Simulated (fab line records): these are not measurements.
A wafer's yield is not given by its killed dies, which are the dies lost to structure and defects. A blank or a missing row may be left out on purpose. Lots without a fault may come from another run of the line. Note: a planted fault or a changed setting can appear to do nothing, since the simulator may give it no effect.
fab line records -- flow n5-finfet
record: lots: 14, wafers: 42, last-day: 18
route steps=1938 shown BEOL_M5@1113
lots that met no fault: from a run of the same line without faults
start-h: hours from the record's first day to the start of the lot's first wafer shown -- wait-h: how many hours have passed since the lot's step before this one -- " identical to the entry in the row above -- L1.1+2: a row that stands for several wafers -- - value missing, or start not given -- * or withheld: withheld -- < > ~ a bound
route shown NAME@n: NAME is a module with steps in the file, n the number in the route of the first one -- usual: mean/standard deviation taken from wafers without a fault -- same: alike in all rows -- chamber/n: place in a boat -- sites: per-site readings -- _std_site: their standard deviation -- _edge_site: outer sites' mean less inner sites' -- radius-mm: how far each site lies from the wafer's centre -- mask NAME#n: copy n -- behind: the last tool/chamber to shape the wafer -- hold: why the lot went on hold/how many hours it stayed there/how the hold came to an end -- device: whichever transistor did not switch (one of n, p or np) -- end of line: tests run on the same wafers once the route is complete -- where a step has no rows: the recipe by itself -- killed: the dies lost at the first sort to structure and to defects; this is not the yield of the wafer -- map: the dies of a wafer, with x for killed, . for not killed, _ for no die there
set.NAME: the setting as run; set.NAME@STEP: as run at that earlier step -- model.NAME: the simulator's own value behind a step, which no gauge read
a sample of lots followed through the steps of the route, with each step as a table and each wafer as a row
services: the hour from which a tool's chamber was out of use, counted from the record's first day as start-h (under 0 if before that day), plus the number of hours and why
== steps ==
step: N5_BEOL_M5_CURE_79
recipe: temp-c: 385, time-s: 240, ambient: He/Ar, material: SiCOH_lowk
usual: lamp-power-pct: 52.31/0.055, wafer_temp_C_max: 386.6/0.54
lot.wafer,tool,chamber,start-h,wait-h,lamp-power-pct,wafer_temp_C_max
L946.1,uv-cure-01,1,179.37,0.0,52.35,386.6
L946.2,uv-cure-01,1,179.37,0.0,52.27,386.0
L946.3,uv-cure-01,1,179.37,0.0,52.30,386.6
L947.1,uv-cure-03,0,194.16,0.0,52.30,386.6
L947.5,uv-cure-03,0,194.16,0.0,52.26,387.3
L947.6,uv-cure-03,0,194.16,0.0,52.33,386.7
L949.1,uv-cure-03,1,201.18,0.0,52.43,387.2
L949.5,uv-cure-03,1,201.18,0.0,52.33,388.1
L949.6,uv-cure-03,1,201.18,0.0,52.35,388.2
L948.1,uv-cure-02,0,201.30,0.0,52.35,386.6
L948.3,uv-cure-02,0,201.30,0.0,52.34,386.5
L948.4,uv-cure-02,0,201.30,0.0,52.20,387.2
L950.3,uv-cure-03,0,207.40,0.2,52.28,386.2
L950.4,uv-cure-03,0,207.40,0.2,52.36,386.3
L950.6,uv-cure-03,0,207.40,0.2,52.28,386.8
L951.2,uv-cure-03,2,209.32,0.1,52.36,386.5
L951.3,uv-cure-03,2,209.32,0.1,52.28,386.2
L951.4,uv-cure-03,2,209.32,0.1,52.37,386.9
L952.1,uv-cure-01,1,216.04,0.0,52.29,386.6
L952.3,uv-cure-01,1,216.04,0.0,52.36,385.7
L952.5,uv-cure-01,1,216.04,0.0,52.28,385.8
L953.1,uv-cure-01,1,225.90,0.0,52.35,385.9
L953.4,uv-cure-01,1,225.90,0.0,52.33,386.5
L953.6,uv-cure-01,1,225.90,0.0,52.35,386.3
L955.2,uv-cure-03,2,235.74,0.1,52.39,386.8
L955.5,uv-cure-03,2,235.74,0.1,52.37,386.9
L955.6,uv-cure-03,2,235.74,0.1,52.35,386.8
L961.1,uv-cure-03,1,267.35,0.0,52.25,387.1
L961.2,uv-cure-03,1,267.35,0.0,52.29,387.7
L961.4,uv-cure-03,1,267.35,0.0,52.27,386.6
L963.1,uv-cure-03,2,288.26,0.0,52.30,386.5
L963.4,uv-cure-03,2,288.26,0.0,52.24,385.8
L963.6,uv-cure-03,2,288.26,0.0,52.34,386.4
L965.3,uv-cure-01,2,308.52,0.4,52.36,386.3
L965.4,uv-cure-01,2,308.52,0.4,52.41,386.3
L965.6,uv-cure-01,2,308.52,0.4,52.24,386.2
L967.2,uv-cure-02,0,310.48,0.3,52.26,386.4
L967.3,uv-cure-02,0,310.48,0.3,52.30,386.5
L967.6,uv-cure-02,0,310.48,0.3,52.35,386.3
L969.1,uv-cure-01,0,321.50,0.0,52.36,386.0
L969.4,uv-cure-01,0,321.50,0.0,52.33,386.4
L969.6,uv-cure-01,0,321.50,0.0,52.30,386.7
step: N5_BEOL_M5_HM_DEP_02
recipe: material: TiN, target-thk-a: 200, temp-c: 25, chamber-pressure-pa: 0.49996
usual: throttle-valve-pct: 30.1/1.1
lot.wafer,tool,chamber,start-h,wait-h,throttle-valve-pct
L946.1,pvd-sputter-02,-,181.88,1.9,30.5
L946.2,pvd-sputter-02,-,181.88,1.9,31.0
L946.3,pvd-sputter-02,-,181.88,1.9,28.2
L947.1,pvd-sputter-02,-,195.86,1.1,29.4
L947.5,pvd-sputter-02,-,195.86,1.1,28.2
L947.6,pvd-sputter-02,-,195.86,1.1,30.9
L949.1,pvd-sputter-03,-,202.57,0.8,30.8
L949.5,pvd-sputter-03,-,202.57,0.8,30.2
L949.6,pvd-sputter-03,-,202.57,0.8,31.2
L948.1,pvd-sputter-03,-,202.83,1.0,30.2
L948.3,pvd-sputter-03,-,202.83,1.0,28.5
L948.4,pvd-sputter-03,-,202.83,1.0,31.2
L950.3,pvd-sputter-01,-,210.05,2.2,29.6
L950.4,pvd-sputter-01,-,210.05,2.2,29.7
L950.6,pvd-sputter-01,-,210.05,2.2,32.2
L951.2,pvd-sputter-03,-,210.79,1.0,30.1
L951.3,pvd-sputter-03,-,210.79,1.0,28.0
L951.4,pvd-sputter-03,-,210.79,1.0,30.3
L952.1,pvd-sputter-02,-,217.99,1.4,29.6
L952.3,pvd-sputter-02,-,217.99,1.4,30.6
L952.5,pvd-sputter-02,-,217.99,1.4,30.7
L953.1,pvd-sputter-01,-,226.55,0.1,29.8
L953.4,pvd-sputter-01,-,226.55,0.1,32.1
L953.6,pvd-sputter-01,-,226.55,0.1,29.5
L955.2,pvd-sputter-02,-,236.87,0.6,31.2
L955.5,pvd-sputter-02,-,236.87,0.6,29.6
L955.6,pvd-sputter-02,-,236.87,0.6,31.2
L961.1,pvd-sputter-03,-,270.24,2.3,30.6
L961.2,pvd-sputter-03,-,270.24,2.3,28.6
L961.4,pvd-sputter-03,-,270.24,2.3,31.3
L963.1,pvd-sputter-03,-,289.78,1.0,30.3
L963.4,pvd-sputter-03,-,289.78,1.0,31.4
L963.6,pvd-sputter-03,-,289.78,1.0,31.2
L965.3,pvd-sputter-02,-,311.29,2.0,31.1
L965.4,pvd-sputter-02,-,311.29,2.0,29.5
L965.6,pvd-sputter-02,-,311.29,2.0,31.5
L967.2,pvd-sputter-01,-,311.63,0.7,29.8
L967.3,pvd-sputter-01,-,311.63,0.7,29.6
L967.6,pvd-sputter-01,-,311.63,0.7,29.9
L969.1,pvd-sputter-03,-,322.36,0.3,28.4
L969.4,pvd-sputter-03,-,322.36,0.3,31.1
L969.6,pvd-sputter-03,-,322.36,0.3,28.3
step: N5_BEOL_M5_PEB_09
recipe: peb-temp-c: 100, peb-time-s: 60, resist: CAR-EUV
usual: chill-plate-temp-C: 23.00/0.087, exhaust-pa: 45.1/1, resist-line-temp-C: 23.01/0.089
lot.wafer,tool,chamber,start-h,wait-h,chill-plate-temp-C,exhaust-pa,resist-line-temp-C
L946.1,litho-track-04,0,182.20,0.1,23.01,44.4,23.06
L946.2,litho-track-04,0,182.20,0.1,23.11,44.7,23.02
L946.3,litho-track-04,0,182.20,0.1,22.95,45.2,23.02
L947.1,litho-track-01,0,196.31,0.1,23.09,45.2,23.09
L947.5,litho-track-01,0,196.31,0.1,23.12,44.1,22.96
L947.6,litho-track-01,0,196.31,0.1,23.12,44.2,23.11
L949.1,litho-track-01,0,203.01,0.1,22.98,46.7,23.05
L949.5,litho-track-01,0,203.01,0.1,22.79,44.7,23.08
L949.6,litho-track-01,0,203.01,0.1,22.90,46.4,22.99
L948.1,litho-track-01,0,203.27,0.1,22.94,45.3,22.99
L948.3,litho-track-01,0,203.27,0.1,23.02,46.7,23.08
L948.4,litho-track-01,0,203.27,0.1,23.03,45.2,23.07
L950.3,litho-track-03,0,210.38,0.0,23.07,47.3,22.98
L950.4,litho-track-03,0,210.38,0.0,23.07,45.3,23.09
L950.6,litho-track-03,0,210.38,0.0,22.94,45.9,23.03
L951.2,litho-track-04,0,211.24,0.0,22.96,44.7,22.89
L951.3,litho-track-04,0,211.24,0.0,23.08,44.9,23.08
L951.4,litho-track-04,0,211.24,0.0,22.84,46.1,23.12
L952.1,litho-track-01,-,218.31,0.1,-,-,-
L952.3,litho-track-01,-,218.31,0.1,-,-,-
L952.5,litho-track-01,-,218.31,0.1,-,-,-
L953.1,litho-track-04,-,226.87,0.1,-,-,-
L953.4,litho-track-04,-,226.87,0.1,-,-,-
L953.6,litho-track-04,-,226.87,0.1,-,-,-
L955.2,litho-track-03,0,237.32,0.0,23.06,45.7,23.02
L955.5,litho-track-03,0,237.32,0.0,22.92,44.3,22.98
L955.6,litho-track-03,0,237.32,0.0,23.00,45.4,23.13
L961.1,litho-track-03,0,270.58,0.1,22.97,43.5,23.05
L961.2,litho-track-03,0,270.58,0.1,22.99,44.3,22.73
L961.4,litho-track-03,0,270.58,0.1,23.15,43.6,23.03
L963.1,litho-track-03,0,290.23,0.1,23.13,46.5,22.89
L963.4,litho-track-03,0,290.23,0.1,22.93,46.4,22.89
L963.6,litho-track-03,0,290.23,0.1,23.06,47.0,22.87
L965.3,litho-track-03,0,311.75,0.0,23.01,46.9,23.03
L965.4,litho-track-03,0,311.75,0.0,23.00,46.4,22.93
L965.6,litho-track-03,0,311.75,0.0,22.89,44.6,23.11
L967.2,litho-track-01,0,311.96,0.0,22.97,45.6,22.85
L967.3,litho-track-01,0,311.96,0.0,23.06,44.5,22.96
L967.6,litho-track-01,0,311.96,0.0,23.00,45.0,22.96
L969.1,litho-track-04,0,322.68,0.1,22.98,45.0,23.12
L969.4,litho-track-04,0,322.68,0.1,23.01,46.1,23.03
L969.6,litho-track-04,0,322.68,0.1,23.12,46.7,23.13
step: N5_BEOL_M5_OVL_MEAS_12
recipe: points-per-wafer: 522
usual: M5_OVL: 0.2/0.75
lot.wafer,tool,chamber,start-h,wait-h,M5_OVL[nm]
L946.1,overlay-02,0,182.30,0.0,0.8
L946.2,overlay-02,0,182.30,0.0,0.0
L946.3,overlay-02,0,182.30,0.0,0.0
L947.1,overlay-01,0,196.40,0.0,1.4
L947.5,overlay-01,0,196.40,0.0,1.5
L947.6,overlay-01,0,196.40,0.0,0.6
L949.1,overlay-01,0,203.11,0.0,-0.3
L949.5,overlay-01,0,203.11,0.0,-0.1
L949.6,overlay-01,0,203.11,0.0,0.0
L948.1,overlay-01,0,203.37,0.0,-0.6
L948.3,overlay-01,0,203.37,0.0,-0.2
L948.4,overlay-01,0,203.37,0.0,-0.7
L950.3,overlay-01,0,210.48,0.0,0.1
L950.4,overlay-01,0,210.48,0.0,0.9
L950.6,overlay-01,0,210.48,0.0,-0.3
L951.2,overlay-02,0,211.35,0.0,1.0
L951.3,overlay-02,0,211.35,0.0,0.0
L951.4,overlay-02,0,211.35,0.0,1.1
L952.1,overlay-01,0,218.41,0.0,-
L952.3,overlay-01,0,218.41,0.0,-
L952.5,overlay-01,0,218.41,0.0,-
L953.1,overlay-01,0,226.98,0.0,-
L953.4,overlay-01,0,226.98,0.0,-
L953.6,overlay-01,0,226.98,0.0,-
L955.2,overlay-01,0,237.42,0.0,0.9
L955.5,overlay-01,0,237.42,0.0,1.0
L955.6,overlay-01,0,237.42,0.0,0.5
L961.1,overlay-01,0,270.67,0.0,0.6
L961.2,overlay-01,0,270.67,0.0,0.7
L961.4,overlay-01,0,270.67,0.0,0.7
L963.1,overlay-02,0,290.33,0.0,0.2
L963.4,overlay-02,0,290.33,0.0,-0.7
L963.6,overlay-02,0,290.33,0.0,-0.7
L965.3,overlay-02,0,311.86,0.0,0.3
L965.4,overlay-02,0,311.86,0.0,-0.3
L965.6,overlay-02,0,311.86,0.0,0.2
L967.2,overlay-01,0,312.06,0.0,1.0
L967.3,overlay-01,0,312.06,0.0,-0.7
L967.6,overlay-01,0,312.06,0.0,0.2
L969.1,overlay-01,0,322.78,0.0,-0.6
L969.4,overlay-01,0,322.78,0.0,-1.0
L969.6,overlay-01,0,322.78,0.0,0.5
== services ==
tool,chamber,start-h,hours,kind
uv-cure-03,-,155.52,18.4,repair
litho-track-01,-,179.45,-,consumable-replace:filter
uv-cure-02,-,226.67,3.9,repair
uv-cure-02,-,260.12,44.8,repair
pvd-sputter-03,-,271.86,1.3,repair
uv-cure-01,-,273.69,22.2,pm
== key ==
first-sign: step: N5_BEOL_M5_PEB_09, reading: tool-record, direction: missing
effect none on later readings
met-at N5_BEOL_M5_PEB_09
struck-lots L952,L953
later-rows-left-out L952.1,L952.3,L952.5,L953.1,L953.4,L953.6
sort-left-out L952.1,L952.3,L952.5,L953.1,L953.4,L953.6
not-acting-at N5_BEOL_M5_CURE_79,N5_BEOL_M5_HM_DEP_02,N5_BEOL_M5_OVL_MEAS_12
onset-between 211.24 218.31
fault: kind: skipped-step-whole, tool: litho-track-01,litho-track-04, chamber: -, onset-h: 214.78, steps: N5_BEOL_M5_PEB_09, scope: struck-lots-only
sort-left-out: the simulated sort isn't trusted on such a fault, so these wafers' sort isn't shown, and their yield isn't known
later-rows-left-out: the simulator's readings of these wafers behind a module that went badly wrong aren't trusted and aren't shown, but for the sort
